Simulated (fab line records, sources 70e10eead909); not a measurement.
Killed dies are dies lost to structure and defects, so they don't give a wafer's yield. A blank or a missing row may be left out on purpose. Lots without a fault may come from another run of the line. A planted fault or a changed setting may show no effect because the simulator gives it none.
fab line records | flow nand_harc
record lots=12 wafers=36 last_day=34
route steps=1302 shown A_BONDPAD@1220 HYBRID_BOND@1242 THIN_TSV@1282 END@1302
lots that met no fault: from a run of the same line without faults
start_h: hours from the record's first day to the start of the lot's first wafer shown | wait_h: hours since the lot's step before | " the same as in the row above | L1.1+2: a row that stands for several wafers | - no value, or no start given | * or withheld: withheld | < > ~ a bound
route shown NAME@n: a module of which the file shows steps, and the number in the route of the first | usual: mean/standard deviation of fault-free wafers | same: alike in all rows | chamber/n: place in a boat | sites: the reading at each site | _std_site: their standard deviation | _edge_site: outer sites' mean less inner sites' | radius_mm: how far each site lies from the wafer's centre | mask NAME#n: copy n | behind: the tool/chamber that last shaped the wafer | hold: why the lot was held/for how many hours/how that ended | device: the transistor (n, p or np) that didn't switch | end of line: the same wafers' tests at the end of the route | a step without rows: its recipe alone | killed: dies lost to structure and defects at the first sort, not the wafer's yield | map: a wafer's dies, x killed, . not, _ none there
set.NAME: the setting as run; set.NAME@STEP: as run at that earlier step | model.NAME: the simulator's own value behind a step, which no gauge read
steps of the route over a sample of lots; a table a step, a row a wafer
services: from which hour (start_h, from the record's first day; less than 0 if before it) a tool's chamber was out of use, for how many hours, and why
## steps
# step NHARC_A_BONDPAD_ETCH_12
# recipe target_depth_a=2200 time_s=110 chf3_flow_sccm=50 o2_flow_sccm=10 ar_flow_sccm=200 rf_w=500 bias_w=200 chemistry=CHF3/O2
# usual drypump_motor_current_A=5.8/0.5 o2_flow_sccm=10.00/0.034 oes_product_au=0.942/0.02 rf_vpp_V=370.8/2.6 showerhead_plenum_p_Torr=2.41/0.11 throttle_valve_pct=20.573/0.0097
# columns lot.wafer tool chamber start_h wait_h drypump_motor_current_A o2_flow_sccm oes_product_au rf_hours_counter_h rf_vpp_V showerhead_plenum_p_Torr throttle_valve_pct
L259.2 rie_diel-13 3 - - 5.4 9.96 0.943 6 367.7 2.30 20.559
L259.6 " 3 " " 5.4 9.94 0.950 - 370.5 2.30 20.580
L259.5 " 0 " " 5.7 10.05 0.970 - 370.3 2.35 20.565
L262.1 rie_diel-06 0 - - 5.6 10.00 0.943 2 368.1 2.27 20.573
L262.4 " 1 " " 5.1 10.04 0.952 2 372.1 2.44 20.594
L262.5 " 1 " " 5.2 10.04 0.946 - 370.5 2.44 20.580
L263.1 rie_diel-06 3 - - 6.4 9.99 0.950 2 370.7 2.45 20.570
L263.2 " 1 " " 5.1 10.00 0.940 2 372.0 2.44 20.567
L263.5 " 1 " " 5.2 10.03 0.949 - 372.1 2.44 20.555
L266.2 rie_diel-12 1 - - 6.4 9.99 0.937 34 369.5 2.30 20.572
L266.4 " 2 " " 5.2 9.99 0.939 27 371.2 2.40 20.568
L266.1 " 3 " " 6.4 9.96 0.940 31 368.4 2.36 20.565
L267.3 rie_diel-13 1 - - 5.6 9.98 0.894 38 366.4 2.24 20.564
L267.2 " 2 " " 6.2 10.02 0.935 34 373.6 2.58 20.568
L267.5 " 3 " " 5.4 9.97 0.915 - 369.4 2.29 20.578
L271.6 rie_diel-06 3 - - 6.5 10.00 0.982 - 372.0 2.45 20.561
L271.5 " 1 " " 5.1 10.00 0.967 - 373.0 2.43 20.563
L271.4 " 2 " " 6.2 10.01 0.969 - 374.6 2.57 20.570
L276.3 rie_diel-06 1 - - 5.1 9.95 0.961 1 372.5 2.43 20.566
L276.1 " 2 " " 6.1 10.03 0.954 1 376.1 2.57 20.561
L276.6 " 2 " " 6.1 9.98 0.948 - 374.2 2.57 20.575
L275.3 rie_diel-06 1 - - 5.1 10.00 0.990 1 372.3 2.43 20.588
L275.1 " 3 " " 6.5 10.05 0.960 1 373.2 2.45 20.565
L275.5 " 1 " " 5.1 9.98 0.977 - 371.7 2.43 20.578
L278.4 rie_diel-06 1 - - 5.1 9.96 0.957 1 371.3 2.43 20.577
L278.1 " 0 " " 5.6 9.99 0.949 1 367.2 2.27 20.568
L278.6 " 1 " " 5.2 9.93 0.968 - 372.4 2.43 20.559
L280.1 rie_diel-06 0 - - 5.6 10.02 0.974 1 366.8 2.27 20.588
L280.4 " 3 " " 6.4 9.96 0.981 2 371.4 2.45 20.576
L280.5 " 1 " " 5.2 10.04 0.981 - 372.7 2.43 20.568
L282.4 rie_diel-06 1 - - 5.2 9.99 0.962 3 371.9 2.43 20.581
L282.2 " 3 " " 6.4 10.08 0.950 3 371.5 2.45 20.574
L282.5 " 1 " " 5.2 10.00 0.962 - 370.2 2.43 20.567
L281.3 rie_diel-06 3 - - 6.4 10.01 0.958 3 371.4 2.45 20.566
L281.2 " 0 " " 5.6 10.00 0.952 2 367.1 2.27 20.580
L281.5 " 3 " " 6.4 10.03 0.967 - 372.6 2.45 20.586
# step NHARC_A_BONDPAD_PVD_17
# recipe target_thk_a=50 bias_v=168.6 power_w=15000 chamber_pressure_pa=0.12 time_s=8.06 substrate_temp_c=50 material=TaN
# usual bias_v=168.8/1.8 cathode_dc_power_W=15000/2.6 throttle_valve_pct=29.9/1.1
# columns lot.wafer tool chamber start_h wait_h bias_v cathode_dc_power_W throttle_valve_pct
L259.2 pvd_sputter-03 - - - 169.3 15001 28.3
L259.5 " - " " 169.6 15002 29.6
L259.6 " - " " 171.8 15001 29.7
L262.1 pvd_sputter-01 - - - 168.8 15000 31.3
L262.4 " - " " 170.7 15001 30.5
L262.5 " - " " 169.2 15002 31.3
L263.2 pvd_sputter-02 - - - 167.5 15001 30.9
L263.1 " - " " 170.1 14995 28.1
L263.5 " - " " 169.3 15003 29.8
L266.1 pvd_sputter-02 - - - 169.3 15003 29.6
L266.4 " - " " 169.2 15002 27.9
L266.2 " - " " 171.6 14996 28.7
L267.3 pvd_sputter-01 - - - 168.4 14994 31.5
L267.2 " - " " 168.4 15001 30.9
L267.5 " - " " 167.9 15001 30.9
L271.4 pvd_sputter-01 - - - 169.7 15001 31.0
L271.5 " - " " 170.6 15003 31.1
L271.6 " - " " 170.9 14996 31.4
L276.3 pvd_sputter-02 - - - 167.9 15000 28.4
L276.1 " - " " 167.2 14997 29.6
L276.6 " - " " 172.0 14995 30.2
L275.3 pvd_sputter-01 - - - 168.1 15003 31.1
L275.1 " - " " 170.5 14998 31.2
L275.5 " - " " 168.5 15002 31.4
L278.1 pvd_sputter-03 - - - 170.9 15003 29.1
L278.4 " - " " 169.3 15001 28.3
L278.6 " - " " 169.6 15002 28.2
L280.1 pvd_sputter-02 - - - 167.5 14997 29.4
L280.4 " - " " 169.9 15005 29.9
L280.5 " - " " 168.2 14999 29.4
L282.4 pvd_sputter-03 - - - 170.5 15001 28.0
L282.2 " - " " 168.1 14998 28.6
L282.5 " - " " 168.2 15001 28.2
L281.2 pvd_sputter-03 - - - 168.3 14999 28.3
L281.3 " - " " 170.1 14998 28.7
L281.5 " - " " 167.3 14998 29.9
# step NHARC_HYBRID_BOND_OVL_MEAS_05
# usual overlay_x_nm=3/30 overlay_y_nm=1/33
# columns lot.wafer tool chamber start_h wait_h overlay_x_nm overlay_y_nm
L259.2 overlay-02 - 553.59 0.4 -59 38
L259.5 " - " " -1 -34
L259.6 " - " " 27 -66
L262.1 overlay-01 - 582.16 0.4 5 -9
L262.4 " - " " -49 -60
L262.5 " - " " 33 -56
L263.1 overlay-01 - 582.17 0.4 17 -81
L263.2 " - " " 6 23
L263.5 " - " " -41 38
L266.1 overlay-02 - 633.67 0.4 2 53
L266.2 " - " " 55 -11
L266.4 " - " " 34 0
L267.2 overlay-02 - 639.37 0.4 -33 11
L267.3 " - " " -30 -7
L267.5 " - " " -30 -52
L271.4 overlay-01 - 649.79 0.4 -1 42
L271.5 " - " " -16 6
L271.6 " - " " 42 -3
L276.1 overlay-02 - 715.15 0.4 -29 9
L276.3 " - " " 8 6
L276.6 " - " " 30 17
L275.1 overlay-01 - 715.15 0.4 9 7
L275.3 " - " " -32 -6
L275.5 " - " " 27 44
L278.1 overlay-02 - 735.22 0.4 65 -12
L278.4 " - " " 54 15
L278.6 " - " " 51 -26
L280.1 overlay-02 - 753.04 0.4 41 13
L280.4 " - " " 44 -24
L280.5 " - " " 18 -57
L282.2 overlay-01 - 782.94 0.4 -12 8
L282.4 " - " " -66 -5
L282.5 " - " " -23 -9
L281.2 overlay-01 - 786.70 0.4 7 -20
L281.3 " - " " 1 -56
L281.5 " - " " 28 25
# step NHARC_THIN_TSV_PVD_24
# recipe target_thk_a=8000 power_w=withheld chamber_pressure_pa=withheld substrate_temp_c=withheld time_s=withheld gas=Ar material=Al
# columns lot.wafer tool chamber start_h wait_h
L259.2+5+6 pvd_sputter-03 - 561.81 0.2
L262.4+1+5 pvd_sputter-02 - 591.36 0.1
L263.2+1+5 pvd_sputter-02 - 594.06 0.2
L266.4+2+1 pvd_sputter-03 - 641.54 0.1
L267.2+3+5 pvd_sputter-03 - 647.38 0.1
L271.4+5+6 pvd_sputter-03 - 658.90 0.2
L276.3+1+6 pvd_sputter-01 - 723.42 0.1
L275.3+1+5 pvd_sputter-03 - 724.13 0.1
L278.4+1+6 pvd_sputter-03 - 743.02 0.1
L280.4+1+5 pvd_sputter-02 - 760.88 0.1
L282.2+4+5 pvd_sputter-03 - 791.17 0.3
L281.2+3+5 pvd_sputter-02 - 794.78 0.1
# step NHARC_END_SORT_01
# recipe temp_c=25
# usual defect_limited_yield=91.4/2.7 killed_at_array=53/18 killed_at_other=0.8/1.1 killed_at_periphery=4.1/2.7 killed_dies=58/18 killed_open=3.1/1.7 killed_short=2.7/1.7 sort_bin_2_pct=3.0/1.2 sort_bin_3_pct=0.6/0.37 sort_bin_4_pct=4.9/1.5 sort_n_pass=619/18 sort_rim_yield_pct=91/4.1 sort_yield_pct=91.4/2.7
# same gross_dies=677 sort_bin_5_pct[%]=0 sort_bin_6_pct[%]=0 sort_bin_7_pct[%]=0 sort_bin_8_pct[%]=0 sort_rim_n_gross=106.00
# columns lot.wafer tool chamber start_h wait_h defect_limited_yield[%] killed_at_array killed_at_other killed_at_periphery killed_dies killed_open killed_short sort_bin_2_pct[%] sort_bin_3_pct[%] sort_bin_4_pct[%] sort_n_pass sort_rim_yield_pct[%] sort_yield_pct[%]
L275.1 prober-01 0 733.41 2.5 0 60 616 1 677 4 4 94.7 0.6 4.7 0 0 0
L275.3 prober-01 0 735.01 3.1 0 91 583 3 677 3 4 91.1 0.7 8.1 0 0 0
L275.5 prober-01 0 736.61 3.7 0 72 603 2 677 4 2 93.4 1.6 5.0 0 0 0
L276.1 prober-02 0 733.43 2.5 95.1 26 5 2 33 4 3 2.1 0 2.8 644 93 95.1
L276.3 prober-02 0 734.99 3.1 95.4 30 0 1 31 2 7 1.5 0 3.1 646 95 95.4
L276.6 prober-02 0 737.33 3.9 95.9 23 5 0 28 1 3 2.1 0.1 1.9 649 91 95.9
L278.1 prober-01 0 752.87 2.5 0 89 583 5 677 1 0 90.7 0.7 8.6 0 0 0
L278.4 prober-01 0 755.23 3.4 0 71 605 1 677 4 2 93.5 0.6 5.9 0 0 0
L278.6 prober-01 0 756.81 3.9 0 70 603 4 677 3 1 92.2 0.9 6.9 0 0 0
# killed by level:class
L275.1 THIN_TSV:area_pvd=616 A_SLIT:chamber_film_flake=15 A_CHANNEL_HOLE_D1:chamber_film_flake=14 A_CHANNEL_HOLE_D2:chamber_film_flake=13 A_STAIRCASE:chamber_film_flake=3 A_CONTACT:chamber_film_flake=3 A_CHANNEL_FILL_D1:geometric_particle:short=2 A_DECK1_JOINT:geometric_particle:open=2
L276.1 A_CHANNEL_HOLE_D1:chamber_film_flake=10 A_SLIT:chamber_film_flake=5 THIN_TSV:chamber_film_flake=5 P_M0:geometric_particle:open=2 A_CHANNEL_FILL_D2:geometric_particle:open=2 A_DECK1_JOINT:chamber_film_flake=2 A_ONON_D1:geometric_particle:short=1 A_CHANNEL_FILL_D1:geometric_particle:short=1
L276.3 A_CHANNEL_HOLE_D1:chamber_film_flake=13 A_STAIRCASE:chamber_film_flake=3 A_SLIT:chamber_film_flake=3 P_M1:geometric_particle:short=1 A_ONON_D1:geometric_particle:short=1 A_CHANNEL_FILL_D1:geometric_particle:short=1 A_DECK1_JOINT:geometric_particle:short=1 A_ONON_D2:geometric_particle:short=1
L275.3 THIN_TSV:area_pvd=582 A_CHANNEL_HOLE_D1:chamber_film_flake=31 A_SLIT:chamber_film_flake=30 A_CHANNEL_HOLE_D2:chamber_film_flake=17 A_STAIRCASE:chamber_film_flake=4 A_CONTACT:chamber_film_flake=4 P_GATE:geometric_particle:short=1 P_CONTACT:geometric_particle:open=1
L275.5 THIN_TSV:area_pvd=603 A_SLIT:chamber_film_flake=22 A_CHANNEL_HOLE_D2:chamber_film_flake=16 A_CHANNEL_HOLE_D1:chamber_film_flake=15 A_CONTACT:chamber_film_flake=5 A_WL_FILL:chamber_film_flake=4 A_STAIRCASE:chamber_film_flake=3 A_CHANNEL_FILL_D2:geometric_particle:open=2
L276.6 A_CHANNEL_HOLE_D1:chamber_film_flake=7 A_CHANNEL_HOLE_D2:chamber_film_flake=6 THIN_TSV:chamber_film_flake=3 A_STAIRCASE:chamber_film_flake=2 A_SLIT:chamber_film_flake=2 A_M0:chamber_film_flake=2 A_CHANNEL_FILL_D1:geometric_particle:short=1 A_DECK1_JOINT:geometric_particle:short=1
L278.1 THIN_TSV:area_pvd=582 A_CHANNEL_HOLE_D1:chamber_film_flake=36 A_SLIT:chamber_film_flake=25 A_CHANNEL_HOLE_D2:chamber_film_flake=19 A_CONTACT:chamber_film_flake=4 P_GATE:chamber_film_flake=3 A_STAIRCASE:chamber_film_flake=3 P_ZERO_WELL:chamber_film_flake=2
L278.4 THIN_TSV:area_pvd=605 A_SLIT:chamber_film_flake=33 A_CHANNEL_HOLE_D2:chamber_film_flake=16 A_CHANNEL_HOLE_D1:chamber_film_flake=9 A_STAIRCASE:chamber_film_flake=2 A_CHANNEL_FILL_D2:chamber_film_flake=2 A_CHANNEL_FILL_D1:geometric_particle:open=1 A_ONON_D2:geometric_particle:open=1
L278.6 THIN_TSV:area_pvd=603 A_SLIT:chamber_film_flake=35 A_CHANNEL_HOLE_D2:chamber_film_flake=17 A_CHANNEL_HOLE_D1:chamber_film_flake=13 P_GATE:chamber_film_flake=2 A_CHANNEL_FILL_D2:geometric_particle:short=1 A_SGD_CUT:geometric_particle:open=1 A_BLC:geometric_particle:open=1
## services
# columns tool chamber start_h hours kind
rie_diel-13 - 519.02 9.0 pm
rie_diel-06 - 522.59 0.5 repair
pvd_sputter-03 - 526.24 10.0 pm
pvd_sputter-03 - 565.98 6.6 repair
rie_diel-06 0 568.33 4.0 repair
pvd_sputter-01 - 578.44 7.2 repair
pvd_sputter-01 - 585.67 10.0 pm
rie_diel-06 - 610.52 0.4 repair
pvd_sputter-03 - 613.73 5.3 repair
rie_diel-06 0 635.08 4.5 repair
pvd_sputter-02 - 638.01 10.0 pm
rie_diel-06 - 661.28 9.0 pm
pvd_sputter-02 - 673.42 1.4 repair
rie_diel-06 0 700.64 1.9 repair
pvd_sputter-03 - 704.33 10.0 pm
rie_diel-06 0 710.20 7.1 repair
pvd_sputter-01 - 712.57 1.7 repair
rie_diel-06 1 713.32 7.2 repair
rie_diel-06 2 729.87 5.7 repair
pvd_sputter-01 - 734.21 11.1 repair
pvd_sputter-01 - 763.67 10.0 pm
rie_diel-06 2 773.05 5.5 repair
rie_diel-06 - 773.27 0.2 repair
rie_diel-06 0 776.12 14.8 repair
## key
first_sign step=NHARC_END_SORT_01 reading=killed_at_other direction=up sigmas=99+ usual=0.8 struck=598.8
effect step=NHARC_END_SORT_01 reading=sort_bin_2_pct direction=up sigmas=73 usual=3.0 struck=92.6
more_kills_born_at NHARC_THIN_TSV_PVD_24@pvd_sputter-03=3591
met_at NHARC_THIN_TSV_PVD_24
struck_lots L275,L278
later_rows_left_out L275.1,L275.3,L275.5,L278.1,L278.4,L278.6
not_acting_at NHARC_A_BONDPAD_ETCH_12,NHARC_A_BONDPAD_PVD_17,NHARC_HYBRID_BOND_OVL_MEAS_05
onset_between 658.90 724.13
fault kind=skipped_step_whole tool=pvd_sputter-03 chamber=- onset_h=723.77 steps=NHARC_THIN_TSV_PVD_24 scope=struck_lots_only
# later_rows_left_out: the simulator's readings of these wafers behind a module that went badly wrong aren't trusted and aren't shown, but for the sort
